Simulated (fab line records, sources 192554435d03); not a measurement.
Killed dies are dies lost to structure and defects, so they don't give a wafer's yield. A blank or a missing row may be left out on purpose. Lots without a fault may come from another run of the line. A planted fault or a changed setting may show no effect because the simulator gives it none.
fab line records | flow n5_finfet | part 2 of 2: steps 30 to 31 of 31
record lots=6 wafers=17 last_day=18
route steps=1938 shown ILD0@336 SDB@347 PASSIVATION@1936
lots that met no fault: from a run of the same line without faults
start_h: hours from the record's first day to the start of the lot's first wafer shown | wait_h: hours since the lot's step before | " the same as in the row above | L1.1+2: a row that stands for several wafers | - no value, or no start given | * or withheld: withheld | < > ~ a bound
route shown NAME@n: a module of which the file shows steps, and the number in the route of the first | usual: mean/standard deviation of fault-free wafers | same: alike in all rows | chamber/n: place in a boat | sites: the reading at each site | _std_site: their standard deviation | _edge_site: outer sites' mean less inner sites' | radius_mm: how far each site lies from the wafer's centre | mask NAME#n: copy n | behind: the tool/chamber that last shaped the wafer | hold: why the lot was held/for how many hours/how that ended | device: the transistor (n, p or np) that didn't switch | end of line: the same wafers' tests at the end of the route | a step without rows: its recipe alone | killed: dies lost to structure and defects at the first sort, not the wafer's yield | map: a wafer's dies, x killed, . not, _ none there
set.NAME: the setting as run; set.NAME@STEP: as run at that earlier step | model.NAME: the simulator's own value behind a step, which no gauge read
lots at some steps of the route; a table a step, a row a wafer
services: from which hour (start_h, from the record's first day; less than 0 if before it) a tool's chamber was out of use, for how many hours, and why
## steps
# step N5_SDB_STRIP_22
# recipe chemistry=N2/H2 power_w=1000 temp_c=250 h2_frac=0.65 overash_fraction=0.3 pressure_mtorr=withheld n2_flow_sccm=1750 h2_flow_sccm=3250
# step N5_PASSIVATION_PROBE_49
# usual killed_at_M0_to_M3=34/10 killed_at_M4_up=13/5.4 killed_at_contacts=13/6 killed_at_front_end=42/13 killed_at_other=4/3.2 killed_dies=107/18 killed_on_rim=14/4.2 killed_open=69/14 killed_short=35/7.7
# same gross_dies=1180 killed_at_back_side=0
# columns lot.wafer tool chamber start_h wait_h killed_at_M0_to_M3 killed_at_M4_up killed_at_contacts killed_at_front_end killed_at_other killed_dies killed_on_rim killed_open killed_short
L393.2 prober-02 - 266.89 0.1 24 26 30 35 2 117 12 81 32
L393.3 prober-02 - 266.94 0.1 26 14 25 37 0 102 17 71 29
L393.5 prober-02 - 267.04 0.2 30 20 16 63 7 136 17 79 45
L397.4 prober-01 - 289.65 0.2 26 10 19 20 2 77 10 48 27
L397.5 prober-01 - 289.70 0.2 21 17 7 39 9 93 13 56 30
L397.6 prober-01 - 289.75 0.3 46 7 18 37 2 110 16 63 42
L400.2 prober-02 - 327.06 0.1 46 18 18 25 7 114 14 74 38
L400.3 prober-02 - 327.11 0.1 28 8 27 38 10 111 17 82 23
L400.5 prober-02 - 327.21 0.2 36 7 22 37 0 102 9 60 39
L402.2 prober-01 - 342.62 0.1 30 11 22 41 7 111 19 66 37
L402.3 prober-01 - 342.67 0.1 21 9 4 58 3 95 9 53 42
L402.5 prober-01 - 342.77 0.2 36 7 17 41 4 105 11 65 38
L407.1 prober-02 - 357.07 0.0 30 24 12 27 7 100 13 64 34
L407.3 prober-02 - 357.17 0.1 31 29 6 40 4 110 15 83 24
# killed by level:class
L393.2 MOL_CONTACT_COAG:geometric_particle:open=25 BEOL_M4:geometric_particle:open=10 FIN_SAQP:geometric_particle:open=9 BEOL_M0_SAQP:geometric_particle:open=9 STI_FIN_REVEAL:geometric_particle:open=7 BEOL_M0_SAQP:geometric_particle:short=7 MOL_CONTACT_COAG:geometric_particle:short=4 STARTING-WAFER:geometric_particle:open=4
L393.3 MOL_CONTACT_COAG:geometric_particle:open=20 STI_FIN_REVEAL:geometric_particle:open=11 BEOL_M0_SAQP:geometric_particle:open=9 BEOL_M0_SAQP:geometric_particle:short=8 FIN_SAQP:geometric_particle:open=5 GATE_CUT:geometric_particle:short=5 GATE_CUT:geometric_particle:open=5 MOL_CONTACT_COAG:geometric_particle:short=4
L393.5 STI_FIN_REVEAL:geometric_particle:open=20 FIN_SAQP:geometric_particle:short=14 MOL_CONTACT_COAG:geometric_particle:open=14 FIN_SAQP:geometric_particle:open=11 BEOL_M0_SAQP:geometric_particle:short=11 BEOL_M4:geometric_particle:open=10 BEOL_M0_SAQP:geometric_particle:open=7 PASSIVATION:area_etch=6
L397.4 MOL_CONTACT_COAG:geometric_particle:open=12 BEOL_M0_SAQP:geometric_particle:short=9 BEOL_M0_SAQP:geometric_particle:open=7 MOL_CONTACT_COAG:geometric_particle:short=6 STARTING-WAFER:geometric_particle:short=4 BEOL_M1:geometric_particle:open=3 BEOL_M4:geometric_particle:open=3 BEOL_M2:geometric_particle:open=3
L397.5 BEOL_M4:geometric_particle:open=10 FIN_SAQP:geometric_particle:short=9 BEOL_M0_SAQP:geometric_particle:open=6 BEOL_M2:geometric_particle:open=6 HKMG_FIN:area_etch=5 DUMMY_GATE:geometric_particle:open=4 MOL_CONTACT_COAG:geometric_particle:open=4 BEOL_M2:geometric_particle:short=4
L397.6 BEOL_M0_SAQP:geometric_particle:short=15 BEOL_M0_SAQP:geometric_particle:open=11 BEOL_M2:geometric_particle:open=10 MOL_CONTACT_COAG:geometric_particle:open=9 DUMMY_GATE:geometric_particle:open=8 FIN_SAQP:geometric_particle:short=5 MOL_CONTACT_COAG:geometric_particle:short=5 FIN_SAQP:geometric_particle:open=4
L400.2 MOL_CONTACT_COAG:geometric_particle:open=13 BEOL_M0_SAQP:geometric_particle:open=11 BEOL_M4:geometric_particle:open=10 FIN_SAQP:geometric_particle:short=9 BEOL_M3:geometric_particle:open=9 BEOL_M1:geometric_particle:open=6 MOL_CONTACT_COAG:geometric_particle:short=5 BEOL_M0_SAQP:geometric_particle:short=5
L400.3 MOL_CONTACT_COAG:geometric_particle:open=23 BEOL_M2:geometric_particle:open=16 FIN_SAQP:geometric_particle:open=13 PASSIVATION:area_etch=6 DUMMY_GATE:geometric_particle:open=5 FIN_SAQP:geometric_particle:short=4 STI_FIN_REVEAL:geometric_particle:open=4 MOL_CONTACT_COAG:geometric_particle:short=4
L400.5 MOL_CONTACT_COAG:geometric_particle:open=15 BEOL_M0_SAQP:geometric_particle:short=12 FIN_SAQP:geometric_particle:short=10 FIN_SAQP:geometric_particle:open=7 STI_FIN_REVEAL:geometric_particle:open=7 BEOL_M0_SAQP:geometric_particle:open=7 MOL_CONTACT_COAG:geometric_particle:short=6 BEOL_M2:geometric_particle:open=6
L402.2 MOL_CONTACT_COAG:geometric_particle:open=16 BEOL_M2:geometric_particle:open=8 STI_FIN_REVEAL:geometric_particle:open=7 BEOL_M0_SAQP:geometric_particle:open=7 FIN_SAQP:geometric_particle:short=6 MOL_CONTACT_COAG:geometric_particle:short=6 STARTING-WAFER:geometric_particle:open=6 FIN_SAQP:geometric_particle:open=5
L402.3 FIN_SAQP:geometric_particle:short=14 FIN_SAQP:geometric_particle:open=13 STI_FIN_REVEAL:geometric_particle:open=7 BEOL_M0_SAQP:geometric_particle:short=6 GATE_CUT:geometric_particle:short=5 BEOL_M3:geometric_particle:open=4 STI_FIN_REVEAL:geometric_particle:short=4 DUMMY_GATE:geometric_particle:open=4
L402.5 BEOL_M2:geometric_particle:open=13 MOL_CONTACT_COAG:geometric_particle:open=11 STI_FIN_REVEAL:geometric_particle:open=9 BEOL_M0_SAQP:geometric_particle:short=9 FIN_SAQP:geometric_particle:short=7 BEOL_M0_SAQP:geometric_particle:open=7 FIN_SAQP:geometric_particle:open=6 MOL_CONTACT_COAG:geometric_particle:short=6
L407.1 BEOL_M3:geometric_particle:open=10 BEOL_M4:geometric_particle:open=9 MOL_CONTACT_COAG:geometric_particle:open=9 STI_FIN_REVEAL:geometric_particle:open=6 ILD0:geometric_particle:open=4 BEOL_M0_SAQP:geometric_particle:open=4 BEOL_M0:geometric_particle:open=4 BEOL_M0:geometric_particle:short=4
L407.3 BEOL_M4:geometric_particle:open=11 FIN_SAQP:geometric_particle:open=10 DUMMY_GATE:geometric_particle:open=9 BEOL_M1:geometric_particle:open=9 BEOL_M0_SAQP:geometric_particle:open=7 STI_FIN_REVEAL:geometric_particle:open=5 BEOL_M3:geometric_particle:open=5 DUMMY_GATE:geometric_particle:short=4
## services
# columns tool chamber start_h hours kind
rie_diel-05 0 53.76 11.6 repair
cmp-03 - 72.87 18.0 pm
rie_diel-01 1 76.89 - clean
rie_diel-01 1 76.89 - consumable_replace:focus_ring
rie_diel-01 1 76.89 - consumable_replace:showerhead
rie_diel-01 1 76.89 15.8 scheduled_down
rie_diel-01 1 76.89 15.8 vent_cycle
cmp-03 - 95.47 2.7 repair
cmp-03 - 102.56 0.4 repair
rie_diel-05 - 112.03 4.3 pm
cmp-01 - 112.97 4.0 pm
cmp-01 - 116.97 6.3 pm
rie_diel-02 2 136.70 8.8 repair
cmp-04 - 146.17 0.8 repair
cmp-01 - 147.64 1.0 repair
rie_diel-02 - 154.74 14.6 pm
rie_diel-05 2 159.38 5.2 repair
rie_diel-02 1 170.92 3.2 repair
rie_diel-01 0 194.65 - clean
rie_diel-01 0 194.65 - consumable_replace:focus_ring
rie_diel-01 0 194.65 - consumable_replace:showerhead
cmp-01 - 195.35 3.5 repair
cmp-04 - 199.06 17.2 pm
rie_diel-02 - 201.05 2.8 pm
